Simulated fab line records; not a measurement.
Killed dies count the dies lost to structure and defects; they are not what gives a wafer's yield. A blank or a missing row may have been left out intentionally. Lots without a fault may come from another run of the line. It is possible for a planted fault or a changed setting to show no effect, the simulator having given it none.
A lot that was struck, set against a sound lot    flow n5-finfet    15 out of 1938 route steps
Sound: these wafers, L559.3, L559.4, L559.6. Struck: wafers L577.2, L577.4, L577.6. The cause comes at the end.
Each step with rows lists, per side, the tool, then ch with its chambers, then its first start. Under that, the readings that differ: sound wafers    struck wafers    difference of the means    sigmas: that difference in standard deviations of wafers without a fault.
alike: readings whose means differ by less than 2 such deviations, and words and numbers that are the same on both sides. not compared: withheld readings, readings that some wafer has no value for, bounds like >300 that may hide the same value, and numbers for which the record gives no deviation and whose values overlap.
The two part at a step that has a row with sigmas, a row that says differs or no value, or rows on one side only. Numbers that don't overlap but have no deviation are shown without sigmas and don't part them. Lack of a reading on every wafer of one side parts them only where that side has two or more wafers.

first, 1 step without rows for these wafers: N5_SD_EPI_N_STRIP_36 (strips in N2/H2).
N5_SD_EPI_N_ETCHBACK_44: etches SiNx in CH3F/O2, stops on SiO2, target depth 14.5 nm.
  sound on rie-diel-04 ch 0,1,3, day 3 22:16; struck on rie-diel-01 ch 2,3, day 8 07:04
  alike: CH3F_flow_sccm, drypump-motor-current-A, oes-product-au, rf-vpp-V, showerhead-plenum-p-Torr, throttle-valve-pct
  not compared: rf-hours-counter-h
N5_SD_EPI_N_ETCH_45: etches SiOCN in CH3F/O2, target depth 6 nm.
  sound on rie-diel-04 ch 0,1,3, day 3 22:22; struck on rie-diel-01 ch 2,3, day 8 07:10
  alike: CH3F_flow_sccm, drypump-motor-current-A, oes-product-au, rf-vpp-V, showerhead-plenum-p-Torr, throttle-valve-pct
  not compared: rf-hours-counter-h
N5_SD_EPI_N_ETCH_16: etches SiO2 in CHF3/O2, target depth 5 nm.
  sound on rie-diel-04 ch 0,1,3, day 3 22:28; struck on rie-diel-01 ch 2,3, day 8 07:16
  alike: drypump-motor-current-A, oes-product-au, rf-vpp-V, showerhead-plenum-p-Torr, throttle-valve-pct
  not compared: rf-hours-counter-h
then, 1 step without rows for these wafers: N5_SD_EPI_N_STRIP_47 (strips in CHF3/O2).
N5_SD_EPI_N_SD_RECESS_17: chemistry HBr/Cl2/O2, target depth 41 nm, time 23.7 s, bt time 3 s.
  sound on rie-si-05 ch 1,2, day 3 22:32; struck on rie-si-03 ch 2,3, day 8 07:20
  alike: drypump-motor-current-A, oes-product-au, throttle-valve-pct
  not compared: rf-hours-counter-h
N5_SD_EPI_N_STRIP_38: strips in N2/H2.
  sound on plasma-asher-02 ch 0,1, day 3 22:40; struck on plasma-asher-01 ch 1, day 8 07:25
reading                      sound        struck       difference  sigmas
drypump-motor-current-A (A)  5.2 4.7 5.2  5.9 5.9 5.9  +0.9        +2
  alike: heater-power-w, oes-product-au
  not compared: rf-hours-counter-h
then, 5 steps without rows for these wafers: N5_SD_EPI_N_WET_ETCH_43 (etches SiO2 in dHF, time 14 s, target depth 1.5 nm); N5_SD_EPI_N_STRIP_18 (strips in SPM, time 750 s); N5_SD_EPI_N_SRD_20 (time 30 s); N5_SD_EPI_N_PRECLEAN_48 (cleans in NF3:NH3, afs cycles 2, time 20 s, sublimation time 60 s); N5_SD_EPI_N_VAPOR_ETCH_50 (etches Si in HCl, time 54 s).
N5_SD_EPI_N_EPI_21: deposits Si:P, time 690 s.
  sound on epi-rpcvd-01 ch 0, day 4 00:05; struck on epi-rpcvd-02 ch 0, day 8 08:36
N5_SD_EPI_N_EPI_MEAS_23:
  sound on film-metro-02 at day 4 01:15; struck on film-metro-02 at day 8 10:02
reading      sound           struck          difference  sigmas
thk-nm (nm)  58.9 59.5 60.9  52.6 53.4 55.6  -5.9        -5
then, 1 step without rows for these wafers: N5_SD_EPI_N_PRECLEAN_24 (cleans in O3/DIW, time 60 s).

## WHERE THEY PART
Last at N5_SD_EPI_N_EPI_MEAS_23 as far as this record goes, first at N5_SD_EPI_N_STRIP_38.

WHY: the cause the simulator had injected
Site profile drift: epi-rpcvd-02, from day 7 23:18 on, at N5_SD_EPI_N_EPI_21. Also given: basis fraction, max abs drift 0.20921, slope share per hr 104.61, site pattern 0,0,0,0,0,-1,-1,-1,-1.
